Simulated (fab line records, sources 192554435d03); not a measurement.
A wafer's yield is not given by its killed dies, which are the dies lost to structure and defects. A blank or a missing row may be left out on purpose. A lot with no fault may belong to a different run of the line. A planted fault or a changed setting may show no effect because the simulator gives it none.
Split-lot experiment	flow n5Finfet	21 wafers read from 7 lots, route of 1938 steps

ON THE SPLIT
At N5_SD_EPI_P_PEB_07 (peb time 60 s), the setting pebTimeS was moved away from the recipe's 60 s on 11 of the 21 wafers read, by -10.5% to +21.5%. All remaining wafers had this setting at the recipe value.

SPLIT TO READING: what lies between them in the file, 1 step
- N5_SD_EPI_P_DEVELOP_08: develop time 30 s

THE READING
cdNm at N5_SD_EPI_P_CD_MEAS_09, given in nm (cd target 240 nm). On this fab line, fault-free wafers typically give 240.3 nm with a standard deviation of 1 nm.

wafer	tool, chamber at the split	pebTimeS as run, s	against the recipe	cdNm, nm	against lot-mates on the recipe
L082.1	lithoTrack-03, 0	60	recipe	241.0	-
L082.2	lithoTrack-03, 0	72.87	+21.5%	247.3	+6.4
L082.6	lithoTrack-03, 0	60	recipe	240.8	-
L083.1	lithoTrack-02, 0	66.96	+11.6%	244.3	+3.4
L083.4	lithoTrack-02, 0	60	recipe	241.2	-
L083.6	lithoTrack-02, 0	60	recipe	240.6	-
L087.1	lithoTrack-02, 0	53.72	-10.5%	236.1	-3.7
L087.4	lithoTrack-02, 0	60	recipe	240.1	-
L087.6	lithoTrack-02, 0	60	recipe	239.5	-
L090.2	lithoTrack-02, 0	60	recipe	239.7	-
L090.3	lithoTrack-02, 0	60	recipe	238.7	-
L090.5	lithoTrack-02, 0	60	recipe	239.9	-
L092.1	lithoTrack-02, 0	64.1	+6.8%	242.8	no lot-mate on the recipe
L092.3	lithoTrack-02, 0	64.1	+6.8%	243.2	no lot-mate on the recipe
L092.5	lithoTrack-02, 0	64.1	+6.8%	242.1	no lot-mate on the recipe
L093.3	lithoTrack-03, 0	70.06	+16.8%	245.2	+4.6
L093.4	lithoTrack-03, 0	60	recipe	240.6	-
L093.6	lithoTrack-03, 0	70.06	+16.8%	245.6	+5.0
L094.1	lithoTrack-03, 0	66.85	+11.4%	244.0	no lot-mate on the recipe
L094.5	lithoTrack-03, 0	66.85	+11.4%	244.0	no lot-mate on the recipe
L094.6	lithoTrack-03, 0	66.85	+11.4%	244.0	no lot-mate on the recipe

THE FIT
A straight line over all 21 wafers: cdNm changes by +0.335 nm for each +1% of pebTimeS; r = +0.98; the points scatter about the line by 0.61 nm.
The same after taking each lot's own level away (the mean of its wafers on the recipe; 15 wafers): +0.301 nm for each +1%; r = +0.99; scatter 0.35 nm.
On that fit, the largest move of pebTimeS shifts the reading by 6.4 nm.
The span of the lots' own levels, 239.43 to 240.90 nm, comes to 1.5 times the standard deviation stated above.
Hence the slope depends on the lot-to-lot level, as the two fits are not the same.
Check: with one of the wafers moved furthest among these (+21.5%) left out of the fit, the line predicts +6.35 nm for it against its lot-mates. It came out at +6.4 nm against them.

FURTHER SPLITS ON THESE WAFERS
Note: prior to the reading, these wafers also went through further splits. Each is held against what the fit with the lots' levels taken away leaves over:
other split on the same wafers	wafers away from the commonest value	r with cdNm (lot level and that fit taken away)
N5_ZERO_LAYER_EXPOSE_08 doseMj	10	-0.09
N5_ZERO_LAYER_DEVELOP_10 developTimeS	8	-0.15
N5_WELL_APT_COAT_02 spinRpm	8	-0.17
N5_FIN_CUT_EXPOSE_05 doseMj	6	-0.22
N5_DUMMY_GATE_COAT_09 spinRpm	6	+0.22

THE WHOLE CHAIN: every reading that the file lists as answering this split, in the file's order
step	what it does	reading	change (the file's fit)	r (the file's)
N5_SD_EPI_P_CD_MEAS_09	target cd 240 nm	cdNm	+0.302 nm for each +1% of the setting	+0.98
N5_SD_EPI_P_DESCUM_14	chemistry O2, time 7.9 s	SD_EPI_P.cdNm (the simulator's own value, which no gauge read)	+0.303 nm for each +1% of the setting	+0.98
N5_SD_EPI_P_ETCH_37	etches SOC in N2/H2, overetch 108 nm, time 486 s	SD_EPI_P.cdNm (the simulator's own value, which no gauge read)	+0.256 nm for each +1% of the setting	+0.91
N5_SD_EPI_P_ETCHBACK_46	etches SiNx in CH3F/O2, stops on SiO2, target depth 17.5 nm	SD_EPI_P.cdNm (the simulator's own value, which no gauge read)	+0.268 nm for each +1% of the setting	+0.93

FILE'S OWN FIT
cdNm changes by +0.302 nm for each +1% of pebTimeS, r = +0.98.
